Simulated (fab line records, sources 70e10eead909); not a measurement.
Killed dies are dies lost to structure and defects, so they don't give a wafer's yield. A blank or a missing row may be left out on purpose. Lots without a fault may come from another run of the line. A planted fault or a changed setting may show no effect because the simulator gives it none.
Chamber matching | flow nand_harc | NHARC_A_STAIRCASE_TRIM_12 on rie_diel-03: 4 sister chambers
The step chemistry O2, time 211.2 s. 4 wafers are shown with their chamber, then 10 later ones without.

WAFERS WITH THEIR CHAMBER
wafer  | chamber | drypump_motor_current_A (A)
L086.5 | 3       | 5.3
L086.6 | 2       | 6.1
L087.1 | 0       | 5.5
L087.4 | 1       | 5.3

WAFERS WITHOUT THEIR CHAMBER
wafer  | drypump_motor_current_A (A)
L087.6 | 6.1
L093.3 | 5.3
L093.4 | 5.5
L093.5 | 5.3
L095.4 | 6.1
L095.5 | 5.3
L095.6 | 5.5
L096.2 | 6.1
L096.3 | 5.3
L096.5 | 5.4

WHICH CHAMBER EACH WENT THROUGH
wafer  | from the rows above          | in truth
L087.6 | 2                            | 2
L093.3 | can't be placed: 1 or 3      | 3
L093.4 | 0                            | 0
L093.5 | can't be placed: 1 or 3      | 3
L095.4 | 2                            | 2
L095.5 | can't be placed: 1 or 3      | 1
L095.6 | 0                            | 0
L096.2 | 2                            | 2
L096.3 | can't be placed: 1 or 3      | 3
L096.5 | can't be placed: 0 or 1 or 3 | 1
Placed correctly: 5 of 10. Can't be placed from these rows: 5 (the true chamber is among the candidates in 5). Placed wrongly: 0.
How it was worked out, from the rows above alone: a wafer's distance from a chamber is the root of the sum, over the readings, of the square of ((its reading less the chamber's mean) divided by the reading's scatter). The wafer belongs to the nearest chamber; if the next one is less than 2 further off, it can't be placed. A chamber's mean is the mean of its shown wafers. The scatter: with one shown wafer a chamber, the root of the mean of the squares of how far each hidden wafer lies from its nearest shown one.
